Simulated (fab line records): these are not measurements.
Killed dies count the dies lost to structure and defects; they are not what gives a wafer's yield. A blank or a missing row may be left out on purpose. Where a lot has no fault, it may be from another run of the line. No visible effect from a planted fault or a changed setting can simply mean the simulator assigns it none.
Matching of chambers    flow n5_finfet    rie_diel-02 running N5_GATE_CUT_ETCH_28: 4 sister chambers
The step etches underlayer in N2/H2, target depth 13 nm, time 10.4 s. 20 wafers are shown with their chamber, then 10 later ones without.

## EACH WAFER AND ITS CHAMBER
wafer   chamber  drypump_motor_current_A (A)  showerhead_plenum_p_Torr (Torr)  etch_rf_on_time_s (s)
L078.1  3        5.6                          2.51                             10.05
L078.3  2        6.0                          2.55                             9.95
L078.5  3        5.7                          2.51                             10.04
L083.1  2        6.0                          2.55                             10.00
L083.4  1        5.7                          2.50                             10.77
L083.5  3        5.6                          2.51                             10.14
L084.1  0        5.1                          2.62                             10.50
L084.5  1        5.6                          2.50                             10.85
L084.6  2        6.0                          2.55                             10.08
L085.1  1        5.7                          2.50                             11.00
L085.4  2        6.0                          2.55                             10.30
L085.5  0        5.1                          2.62                             10.74
L089.1  2        6.0                          2.54                             10.14
L089.3  1        5.6                          2.50                             10.80
L089.4  1        5.6                          2.50                             10.93
L090.4  1        5.6                          2.49                             10.74
L090.5  1        5.6                          2.49                             10.73
L090.6  0        5.1                          2.61                             10.72
L092.4  3        5.6                          2.51                             10.03
L092.5  3        5.6                          2.51                             10.03

SIGNATURES (averages over the wafers above)
reading                   chamber 0  chamber 1  chamber 2  chamber 3  scatter within a chamber
drypump_motor_current_A   5.100      5.629      6.000      5.620      0.0373
showerhead_plenum_p_Torr  2.6167     2.4971     2.5480     2.5100     0.00425
etch_rf_on_time_s         10.6533    10.8314    10.0940    10.0580    0.106
Rule: distance of a wafer from a chamber = root of the sum over the readings of ((wafer's reading minus chamber's mean) / reading's scatter) squared. The wafer belongs to the nearest chamber; if the next one is less than 2 further off, it can't be placed. The scatter: take each reading less its chamber's mean, square it, sum over the shown wafers, divide by the number of wafers less the number of chambers, and take the root.

## WAFERS WITH NO CHAMBER GIVEN
wafer   drypump_motor_current_A (A)  showerhead_plenum_p_Torr (Torr)  etch_rf_on_time_s (s)
L092.6  5.1                          2.61                             10.60
L093.2  6.0                          2.54                             10.03
L093.3  5.6                          2.51                             10.04
L093.5  5.1                          2.61                             10.60
L094.1  5.6                          2.50                             10.09
L094.2  5.1                          2.61                             10.61
L094.3  6.0                          2.54                             10.11
L096.1  5.6                          2.49                             10.94
L096.5  5.6                          2.50                             10.20
L096.6  6.0                          2.54                             10.13

## CHAMBER TAKEN BY EACH
wafer   from the rows above  in truth
L092.6  0                    0
L093.2  2                    2
L093.3  3                    3
L093.5  0                    0
L094.1  3                    3
L094.2  0                    0
L094.3  2                    2
L096.1  1                    1
L096.5  3                    3
L096.6  2                    2
Placed correctly: 10 of 10. Number that these rows cannot place: 0. 0 placed wrongly.
